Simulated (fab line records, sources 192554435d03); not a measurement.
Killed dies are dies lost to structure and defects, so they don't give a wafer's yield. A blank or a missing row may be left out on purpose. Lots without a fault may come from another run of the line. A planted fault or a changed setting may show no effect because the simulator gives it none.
fab line records | flow n5_finfet
record lots=10 wafers=30 last_day=20
route steps=1938 shown BEOL_M3@989 BEOL_M4@1111 PASSIVATION@1936
lots that met no fault: from a run of the same line without faults
start_h: hours from the record's first day to the start of the lot's first wafer shown | wait_h: hours since the lot's step before | " the same as in the row above | L1.1+2: a row that stands for several wafers | - no value, or no start given | * or withheld: withheld | < > ~ a bound
route shown NAME@n: a module of which the file shows steps, and the number in the route of the first | usual: mean/standard deviation of fault-free wafers | same: alike in all rows | chamber/n: place in a boat | sites: the reading at each site | _std_site: their standard deviation | _edge_site: outer sites' mean less inner sites' | radius_mm: how far each site lies from the wafer's centre | mask NAME#n: copy n | behind: the tool/chamber that last shaped the wafer | hold: why the lot was held/for how many hours/how that ended | device: the transistor (n, p or np) that didn't switch | end of line: the same wafers' tests at the end of the route | a step without rows: its recipe alone | killed: dies lost to structure and defects at the first sort, not the wafer's yield | map: a wafer's dies, x killed, . not, _ none there
set.NAME: the setting as run; set.NAME@STEP: as run at that earlier step | model.NAME: the simulator's own value behind a step, which no gauge read
steps of the route over a sample of lots; a table a step, a row a wafer
services: from which hour (start_h, from the record's first day; less than 0 if before it) a tool's chamber was out of use, for how many hours, and why
## steps
# step N5_BEOL_M3_DEGAS_44
# recipe ambient=vacuum temp_c=250 time_s=60
# usual heater_power_w=334/37
# columns lot.wafer tool chamber start_h wait_h heater_power_w
L828.2 pvd_sputter-03 - 152.45 0.0 287
L828.5 " - " " 285
L828.6 " - " " 290
L829.2 pvd_sputter-02 - 182.81 0.4 353
L829.3 " - " " 378
L829.4 " - " " 327
L836.1 pvd_sputter-01 - 235.53 0.5 336
L836.3 " - " " 346
L836.4 " - " " 360
L835.1 pvd_sputter-01 - 235.96 0.1 345
L835.3 " - " " 415
L835.6 " - " " 359
L841.2 pvd_sputter-02 - 277.09 0.1 378
L841.3 " - " " 367
L841.5 " - " " 348
L846.1 pvd_sputter-02 - 305.51 0.3 380
L846.2 " - " " 325
L846.5 " - " " 355
L845.1 pvd_sputter-03 - 305.56 0.3 301
L845.4 " - " " 288
L845.6 " - " " 285
L847.1 pvd_sputter-02 - 305.59 0.2 317
L847.3 " - " " 380
L847.5 " - " " 318
L850.1 pvd_sputter-02 - 344.58 0.2 374
L850.2 " - " " 382
L850.3 " - " " 362
L848.1 pvd_sputter-03 - 347.56 0.3 292
L848.4 " - " " 291
L848.5 " - " " 286
# step N5_BEOL_M3_PRE_CLEAN_45
# recipe gas=H2/He time_s=30 temp_c=250
# usual heater_power_w=335/37
# columns lot.wafer tool chamber start_h wait_h heater_power_w
L828.2 pvd_sputter-03 - 152.49 0.0 280
L828.5 " - " " 293
L828.6 " - " " 292
L829.2 pvd_sputter-02 - 182.85 0.0 353
L829.3 " - " " 378
L829.4 " - " " 316
L836.1 pvd_sputter-01 - 235.57 0.0 352
L836.3 " - " " 345
L836.4 " - " " 353
L835.1 pvd_sputter-01 - 236.00 0.0 343
L835.3 " - " " 421
L835.6 " - " " 349
L841.2 pvd_sputter-02 - 277.13 0.0 380
L841.3 " - " " 375
L841.5 " - " " 364
L846.1 pvd_sputter-02 - 305.55 0.0 380
L846.2 " - " " 313
L846.5 " - " " 369
L845.1 pvd_sputter-03 - 305.60 0.0 305
L845.4 " - " " 287
L845.6 " - " " 293
L847.1 pvd_sputter-02 - 305.63 0.0 321
L847.3 " - " " 378
L847.5 " - " " 327
L850.1 pvd_sputter-02 - 344.62 0.0 370
L850.2 " - " " 379
L850.3 " - " " 356
L848.1 pvd_sputter-03 - 347.60 0.0 287
L848.4 " - " " 292
L848.5 " - " " 286
# step N5_BEOL_M3_ALD_84
# recipe material=TaN target_thk_a=* temp_c=275 ald_precursor_family=PDMAT ald_co_reactant=NH3 pressure_torr=3 carrier_flow_sccm=1500 pulse_time_s=2 purge_time_s=3 co_reactant_purge_time_s=2 co_reactant_pulse_time_s=3 ald_cycles=30 precursor_vessel_temp_c=75 precursor_vessel_pressure_torr=26.25 precursor_vessel_carrier_sccm=1000
# usual heater_power_w=402/36
# columns lot.wafer tool chamber start_h wait_h heater_power_w
L828.2 ald_metal-01 1 152.56 0.0 433
L828.5 " 1 " " 435
L828.6 " 2 " " 469
L829.2 ald_metal-01 0 182.91 0.0 362
L829.3 " 1 " " 434
L829.4 " 3 " " 349
L836.1 ald_metal-01 3 235.64 0.1 361
L836.3 " 2 " " 461
L836.4 " 1 " " 428
L835.1 ald_metal-03 0 236.12 0.1 435
L835.3 " 3 " " 401
L835.6 " 2 " " 400
L841.2 ald_metal-03 1 277.19 0.0 350
L841.3 " 2 " " 396
L841.5 " 2 " " 408
L846.1 ald_metal-04 0 305.61 0.0 373
L846.2 " 1 " " 452
L846.5 " 2 " " 378
L845.1 ald_metal-01 0 305.66 0.0 370
L845.4 " 2 " " 460
L845.6 " 2 " " 462
L847.1 ald_metal-03 2 305.69 0.0 390
L847.3 " 0 " " 433
L847.5 " 3 " " 397
L850.1 ald_metal-04 1 344.68 0.0 436
L850.2 " 2 " " 367
L850.3 " 3 " " 435
L848.1 ald_metal-03 2 347.66 0.0 389
L848.4 " 1 " " 345
L848.5 " 0 " " 434
# step N5_BEOL_M3_SPUTTER_88
# recipe material=Cu target_thk_a=45 temp_c=-20 chamber_pressure_pa=0.07 power_w=withheld time_s=8.29
# usual chamber_pressure_pa=0.07/0.00013 chuck_gas_flow_sccm=1.25/0.048 substrate_temp_c=-20.00/0.1 throttle_valve_pct=29.7/1.1
# columns lot.wafer tool chamber start_h wait_h chamber_pressure_pa chuck_gas_flow_sccm substrate_temp_c throttle_valve_pct
L828.2 pvd_sputter-01 - 154.11 0.1 0.06992 1.21 -20.09 28.7
L828.5 " - " " 0.07 1.24 -20.10 30.0
L828.6 " - " " 0.06996 1.29 -20.01 31.0
L829.2 pvd_sputter-01 - 184.37 0.1 0.06994 1.21 -20.05 31.2
L829.3 " - " " 0.07003 1.24 -20.19 28.4
L829.4 " - " " 0.07007 1.23 -20.02 28.5
L836.1 pvd_sputter-02 - 237.00 0.1 - - - -
L836.3 " - " " - - - -
L836.4 " - " " - - - -
L835.1 pvd_sputter-01 - 237.83 0.1 - - - -
L835.3 " - " " - - - -
L835.6 " - " " - - - -
L841.2 pvd_sputter-01 - 278.68 0.1 0.06995 1.31 -19.69 28.5
L841.3 " - " " 0.07021 1.28 -19.93 31.1
L841.5 " - " " 0.06987 1.25 -19.98 28.3
L846.1 pvd_sputter-03 - 306.95 0.1 0.07017 1.25 -20.15 27.8
L846.2 " - " " 0.07004 1.27 -19.87 29.0
L846.5 " - " " 0.0701 1.32 -20.11 28.0
L845.1 pvd_sputter-02 - 307.19 0.1 0.06994 1.35 -20.09 31.5
L845.4 " - " " 0.06987 1.28 -20.06 29.9
L845.6 " - " " 0.06992 1.29 -20.31 29.8
L847.1 pvd_sputter-01 - 308.12 0.1 0.06989 1.19 -20.05 31.1
L847.3 " - " " 0.06968 1.26 -19.99 28.9
L847.5 " - " " 0.0701 1.25 -19.98 29.8
L850.1 pvd_sputter-01 - 346.07 0.1 0.07014 1.29 -19.92 28.8
L850.2 " - " " 0.06992 1.21 -19.98 31.2
L850.3 " - " " 0.07005 1.27 -20.19 28.6
L848.1 pvd_sputter-02 - 349.51 0.1 0.06992 1.23 -19.93 29.7
L848.4 " - " " 0.06996 1.27 -19.97 31.2
L848.5 " - " " 0.07009 1.26 -20.00 30.3
# step N5_BEOL_M4_RC_MEAS_101
# usual DIBL_N=36.5/1.2 DIBL_P=36.5/1.6 IOFF_N=0.162/0.023 IOFF_P=0.221/0.03 ION_N=678/8 ION_P=466/6.3 SS_N=71.6/0.46 SS_P=73.3/0.57 VT_N=249.2/2.6 VT_P=-249/3.3
# columns lot.wafer tool chamber start_h wait_h DIBL_N[mV/V] DIBL_P[mV/V] IOFF_N[nA/um] IOFF_P[nA/um] ION_N[uA/um] ION_P[uA/um] SS_N[mV/dec] SS_P[mV/dec] VT_N[mV] VT_P[mV]
L828.2 prober-02 0 183.81 0.3 38.6 36.2 0.178 0.225 683 463 71.8 73.7 247.0 -252
L828.5 " 0 " " 36.6 34.8 0.144 0.207 665 460 71.2 73.2 249.8 -250
L828.6 " 0 " " 37.1 34.5 0.149 0.197 679 463 72.2 72.9 249.5 -252
L829.2 prober-02 0 227.78 0.2 36.0 36.5 0.144 0.206 675 469 71.5 73.3 252.9 -250
L829.3 " 0 " " 37.7 39.4 0.172 0.268 675 476 71.9 73.8 246.7 -247
L829.4 " 0 " " 38.3 39.4 0.186 0.272 688 475 71.6 73.1 248.1 -244
L835.1 prober-02 0 254.83 0.0 36.9 37.8 0.162 0.189 680 459 71.5 73.0 250.4 -253
L835.3 " 0 " " 36.6 37.4 0.155 0.180 667 454 71.3 74.0 251.2 -254
L835.6 " 0 " " 36.5 37.5 0.156 0.176 682 460 71.9 72.5 250.6 -256
L836.1 prober-02 0 257.33 0.0 35.8 36.0 0.152 0.205 680 465 71.8 73.0 252.3 -252
L836.3 " 0 " " 35.8 36.5 0.151 0.210 669 458 71.4 73.1 249.7 -250
L836.4 " 0 " " 35.5 35.2 0.148 0.194 682 464 71.0 73.2 250.3 -252
L841.2 prober-01 0 290.62 0.2 36.6 36.6 0.161 0.226 682 467 71.9 73.1 251.7 -247
L841.3 " 0 " " 36.0 36.7 0.152 0.232 670 466 71.6 73.4 251.2 -251
L841.5 " 0 " " 37.1 37.6 0.177 0.246 686 471 71.3 72.5 247.3 -246
L846.1 prober-01 0 323.73 0.0 36.2 38.9 0.194 0.254 695 471 72.0 73.8 247.0 -246
L846.2 " 0 " " 35.3 38.1 0.165 0.232 677 464 72.7 72.7 248.3 -248
L846.5 " 0 " " 34.6 36.3 0.152 0.215 678 465 71.9 73.0 251.2 -247
L847.1 prober-02 0 324.15 0.0 38.8 39.4 0.225 0.302 700 475 72.1 74.0 243.9 -244
L847.3 " 0 " " 36.4 36.0 0.173 0.244 682 471 71.6 72.6 246.0 -245
L847.5 " 0 " " 38.4 38.4 0.204 0.288 687 479 71.8 74.0 246.0 -244
L845.1 prober-01 0 325.68 0.0 36.9 36.6 0.173 0.202 686 460 71.6 73.0 248.1 -253
L845.4 " 0 " " 35.9 36.2 0.165 0.208 693 468 71.5 73.9 248.6 -250
L845.6 " 0 " " 35.0 35.2 0.147 0.184 682 463 70.8 72.8 249.1 -251
L850.1 prober-02 0 357.87 0.0 36.5 36.1 0.189 0.268 692 478 71.5 73.4 246.6 -241
L850.2 " 0 " " 34.9 33.7 0.157 0.225 680 474 71.4 72.5 248.0 -245
L850.3 " 0 " " 34.3 34.0 0.154 0.230 686 477 71.4 72.6 248.0 -246
L848.1 prober-01 0 364.54 0.0 38.0 36.7 0.167 0.214 674 462 72.0 74.3 246.7 -249
L848.4 " 0 " " 37.1 35.6 0.155 0.203 677 465 71.5 72.9 248.8 -250
L848.5 " 0 " " 36.0 34.9 0.138 0.189 672 464 71.7 73.1 250.6 -249
# step N5_PASSIVATION_PROBE_49
# usual defect_limited_yield=91.2/1.3 killed_at_M0_to_M3=34/9.2 killed_at_M4_up=14/5 killed_at_contacts=13/6.7 killed_at_front_end=39/12 killed_at_other=4/3.3 killed_dies=104/15 killed_open=68/12 killed_short=34/7.5 sort_bin_5_function=5.2/0.87 sort_bin_6_memory=3.3/0.63 sort_n_pass=1076/15 sort_yield_pct=91.2/1.3
# same gross_dies=1180 killed_at_back_side=0 sort_bin_4_leakage[%]=0 sort_bin_8_speed[%]=0
# columns lot.wafer tool chamber start_h wait_h defect_limited_yield[%] killed_at_M0_to_M3 killed_at_M4_up killed_at_contacts killed_at_front_end killed_at_other killed_dies killed_open killed_short sort_bin_5_function[%] sort_bin_6_memory[%] sort_n_pass sort_yield_pct[%]
L835.1 prober-01 - 353.42 0.0 87.4 47 11 20 67 4 149 87 54 6.8 5.3 1031 87.4
L835.3 prober-01 - 353.52 0.1 89.4 44 12 13 53 3 125 67 48 6.7 3.4 1055 89.4
L835.6 prober-01 - 353.67 0.3 88.9 45 9 22 54 1 131 76 48 6.0 4.7 1049 88.9
L836.1 prober-01 - 360.90 0.0 90.0 37 22 8 32 19 118 84 26 5.8 4.1 1062 90.0
L836.3 prober-01 - 361.00 0.1 90.8 45 23 7 25 9 109 63 37 5.3 3.6 1071 90.8
L836.4 prober-01 - 361.05 0.2 89.8 54 30 6 23 7 120 81 34 5.8 4.1 1060 89.8
# killed by level:class
L835.1 STI_FIN_REVEAL:geometric_particle:open=21 MOL_CONTACT_COAG:geometric_particle:open=16 BEOL_M0_SAQP:geometric_particle:short=14 FIN_SAQP:geometric_particle:short=13 FIN_SAQP:geometric_particle:open=9 BEOL_M0_SAQP:geometric_particle:open=9 BEOL_M2:geometric_particle:open=6 BEOL_M3:geometric_particle:open=6
L835.3 FIN_SAQP:geometric_particle:short=20 BEOL_M2:geometric_particle:open=11 FIN_SAQP:geometric_particle:open=10 STI_FIN_REVEAL:geometric_particle:open=7 BEOL_M3:interface_void_opened=7 MOL_CONTACT_COAG:geometric_particle:short=7 BEOL_M3:geometric_particle:open=7 MOL_CONTACT_COAG:geometric_particle:open=6
L835.6 FIN_SAQP:geometric_particle:short=15 FIN_SAQP:geometric_particle:open=13 BEOL_M2:geometric_particle:open=11 MOL_CONTACT_COAG:geometric_particle:open=11 MOL_CONTACT_COAG:geometric_particle:short=11 BEOL_M0_SAQP:geometric_particle:open=10 STI_FIN_REVEAL:geometric_particle:open=6 BEOL_M3:geometric_particle:open=6
L836.1 BEOL_M2:geometric_particle:open=11 BEOL_M4:geometric_particle:open=11 STI_FIN_REVEAL:geometric_particle:open=8 MIM_TOP_ETCH:geometric_particle:open=8 MOL_CONTACT_COAG:geometric_particle:open=7 BEOL_M1:geometric_particle:open=7 BEOL_M3:interface_void_opened=7 MIM_TOP_ETCH:geometric_particle:short=6
L836.3 BEOL_M3:geometric_particle:open=11 BEOL_M2:geometric_particle:open=9 BEOL_M3:interface_void_opened=6 FIN_SAQP:geometric_particle:short=5 BEOL_M5:geometric_particle:open=5 GATE_CUT:geometric_particle:short=5 BEOL_M0_SAQP:geometric_particle:short=5 BEOL_M1:geometric_particle:open=5
L836.4 BEOL_M2:geometric_particle:open=16 BEOL_M4:geometric_particle:open=12 BEOL_M3:geometric_particle:open=7 MOL_CONTACT_COAG:geometric_particle:open=5 BEOL_M0_SAQP:geometric_particle:open=5 BEOL_M0_SAQP:geometric_particle:short=5 BEOL_M1:geometric_particle:open=5 BEOL_M6:geometric_particle:open=5
## services
# columns tool chamber start_h hours kind
ald_metal-01 - 161.02 0.6 repair
pvd_sputter-03 - 188.94 5.9 repair
pvd_sputter-02 - 202.44 2.8 repair
pvd_sputter-03 - 211.08 3.7 repair
ald_metal-04 2 218.00 4.3 repair
ald_metal-03 1 220.55 14.1 repair
ald_metal-03 - 224.35 0.4 repair
ald_metal-03 3 228.52 4.3 repair
ald_metal-04 2 257.00 28.1 repair
ald_metal-03 0 272.87 29.1 repair
ald_metal-04 2 321.23 4.5 repair
ald_metal-01 - 337.25 14.0 pm
ald_metal-01 0 337.25 14.0 vent_cycle
ald_metal-01 1 337.25 14.0 vent_cycle
ald_metal-01 2 337.25 14.0 vent_cycle
ald_metal-01 3 337.25 14.0 vent_cycle
## key
first_sign step=N5_BEOL_M3_SPUTTER_88 reading=tool_record direction=missing
effect none on later readings
met_at N5_BEOL_M3_SPUTTER_88
struck_lots L835,L836
not_acting_at N5_BEOL_M3_DEGAS_44,N5_BEOL_M3_PRE_CLEAN_45,N5_BEOL_M3_ALD_84
onset_between 184.37 237.00
fault kind=skipped_step_whole tool=pvd_sputter-01,pvd_sputter-02 chamber=- onset_h=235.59 steps=N5_BEOL_M3_SPUTTER_88 scope=struck_lots_only
